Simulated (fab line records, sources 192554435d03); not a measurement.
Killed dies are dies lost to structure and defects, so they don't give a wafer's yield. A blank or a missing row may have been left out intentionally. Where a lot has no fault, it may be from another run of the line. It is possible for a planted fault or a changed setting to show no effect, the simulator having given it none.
Chamber matching ; flow n5_finfet ; 4 sister chambers for N5_BEOL_M8_DESCUM_16 on rie_diel-05
The step chemistry O2, time 7.9 s. 20 wafers are shown with their chamber, then 10 later ones without.

== WAFERS, EACH WITH ITS CHAMBER ==
wafer;chamber;showerhead_plenum_p_Torr (Torr);throttle_valve_pct (%);drypump_motor_current_A (A)
L074.4;2;2.13;20.36;5.5
L074.5;1;2.17;20.52;5.5
L074.6;0;2.22;20.09;5.6
L076.1;1;2.17;20.51;5.5
L076.3;0;2.22;20.10;5.6
L076.5;1;2.17;20.52;5.5
L078.1;3;2.04;20.40;5.8
L078.3;2;2.12;20.37;5.5
L078.5;0;2.21;20.08;5.6
L079.2;2;2.12;20.38;5.5
L079.4;3;2.04;20.40;5.8
L079.5;1;2.16;20.56;5.5
L081.3;3;2.04;20.39;5.8
L081.4;2;2.12;20.38;5.5
L081.5;1;2.16;20.57;5.5
L083.3;2;2.12;20.39;5.5
L083.4;3;2.03;20.40;5.9
L083.5;1;2.16;20.55;5.5
L084.4;1;2.16;20.57;5.5
L084.5;2;2.12;20.38;5.5

SIGNATURES, as means of the wafers listed above
reading;chamber 0;chamber 1;chamber 2;chamber 3;scatter within a chamber
showerhead_plenum_p_Torr;2.2167;2.1643;2.1217;2.0375;0.00498
throttle_valve_pct;20.0900;20.5429;20.3767;20.3975;0.0172
drypump_motor_current_A;5.600;5.500;5.500;5.825;0.0217
Rule: a wafer lies at a distance from a chamber equal to the root of the sum of squares, over the readings, of (its reading less the chamber's mean, divided by the reading's scatter). The wafer belongs to the nearest chamber; if the next one is less than 2 further off, it can't be placed. The scatter: the root of (the sum of the squares of (reading less its chamber's mean) over the shown wafers, divided by (wafers less chambers)).

== WAFERS WHOSE CHAMBER IS MISSING ==
wafer;showerhead_plenum_p_Torr (Torr);throttle_valve_pct (%);drypump_motor_current_A (A)
L084.6;2.03;20.42;5.8
L086.1;2.12;20.39;5.5
L086.2;2.16;20.59;5.5
L086.6;2.03;20.41;5.8
L089.1;2.16;20.57;5.5
L089.3;2.21;20.14;5.6
L089.6;2.11;20.41;5.5
L093.3;2.15;20.60;5.5
L093.4;2.20;20.14;5.7
L093.6;2.11;20.42;5.5

== EACH ONE'S CHAMBER ==
wafer;from the rows above;in truth
L084.6;3;3
L086.1;2;2
L086.2;1;1
L086.6;3;3
L089.1;1;1
L089.3;0;0
L089.6;2;2
L093.3;1;1
L093.4;0;0
L093.6;2;2
Correct placement for 10 of the 10. Number that these rows cannot place: 0. 0 placed wrongly.
